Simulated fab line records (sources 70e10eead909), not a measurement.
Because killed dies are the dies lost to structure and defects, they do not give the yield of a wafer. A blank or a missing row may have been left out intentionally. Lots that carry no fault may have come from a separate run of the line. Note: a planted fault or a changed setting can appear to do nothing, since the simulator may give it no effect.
Chamber matching :: flow nand-harc :: NHARC_A_CHANNEL_HOLE_D1_DESCUM_15 on rie-diel-12: 4 sister chambers
The step chemistry O2, time 3 s. 8 wafers are shown with their chamber, then 8 later ones without.

WAFERS, EACH WITH ITS CHAMBER
wafer: L961.1
chamber: 3
drypump-motor-current-A (A): 6.1
throttle-valve-pct (%): 11.312

wafer: L964.1
chamber: 2
drypump-motor-current-A (A): 5.7
throttle-valve-pct (%): 11.330

wafer: L964.4
chamber: 0
drypump-motor-current-A (A): 6.5
throttle-valve-pct (%): 11.307

wafer: L964.6
chamber: 1
drypump-motor-current-A (A): 5.2
throttle-valve-pct (%): 11.297

wafer: L966.1
chamber: 0
drypump-motor-current-A (A): 6.5
throttle-valve-pct (%): 11.305

wafer: L966.2
chamber: 2
drypump-motor-current-A (A): 5.7
throttle-valve-pct (%): 11.308

wafer: L966.4
chamber: 1
drypump-motor-current-A (A): 5.1
throttle-valve-pct (%): 11.309

wafer: L967.1
chamber: 3
drypump-motor-current-A (A): 6.1
throttle-valve-pct (%): 11.321

WAFERS WITH NO CHAMBER GIVEN
wafer: L967.5
drypump-motor-current-A (A): 6.5
throttle-valve-pct (%): 11.302

wafer: L967.6
drypump-motor-current-A (A): 6.1
throttle-valve-pct (%): 11.310

wafer: L979.1
drypump-motor-current-A (A): 6.1
throttle-valve-pct (%): 11.307

wafer: L979.2
drypump-motor-current-A (A): 6.4
throttle-valve-pct (%): 11.311

wafer: L979.5
drypump-motor-current-A (A): 5.7
throttle-valve-pct (%): 11.324

wafer: L981.1
drypump-motor-current-A (A): 5.7
throttle-valve-pct (%): 11.311

wafer: L981.2
drypump-motor-current-A (A): 6.5
throttle-valve-pct (%): 11.309

wafer: L981.4
drypump-motor-current-A (A): 5.1
throttle-valve-pct (%): 11.303

WHICH CHAMBER EACH ONE RAN IN
wafer: L967.5
from the rows above: 0
in truth: 0

wafer: L967.6
from the rows above: 3
in truth: 3

wafer: L979.1
from the rows above: 3
in truth: 3

wafer: L979.2
from the rows above: 0
in truth: 0

wafer: L979.5
from the rows above: 2
in truth: 2

wafer: L981.1
from the rows above: 2
in truth: 2

wafer: L981.2
from the rows above: 0
in truth: 0

wafer: L981.4
from the rows above: 1
in truth: 1
Correctly placed: 8 of 8. Left unplaced by these rows: 0. Wrongly placed: 0.
How it was worked out, from the rows above alone: a wafer's distance from a chamber is the root of the sum, over the readings, of the square of ((its reading less the chamber's mean) divided by the reading's scatter). The wafer belongs to the nearest chamber; if the next one is less than 2 further off, it can't be placed. A chamber's mean is the mean of its shown wafers. The scatter is the square root of a quotient: the sum, over the shown wafers, of each reading's squared deviation from its chamber's mean, divided by wafers minus chambers.
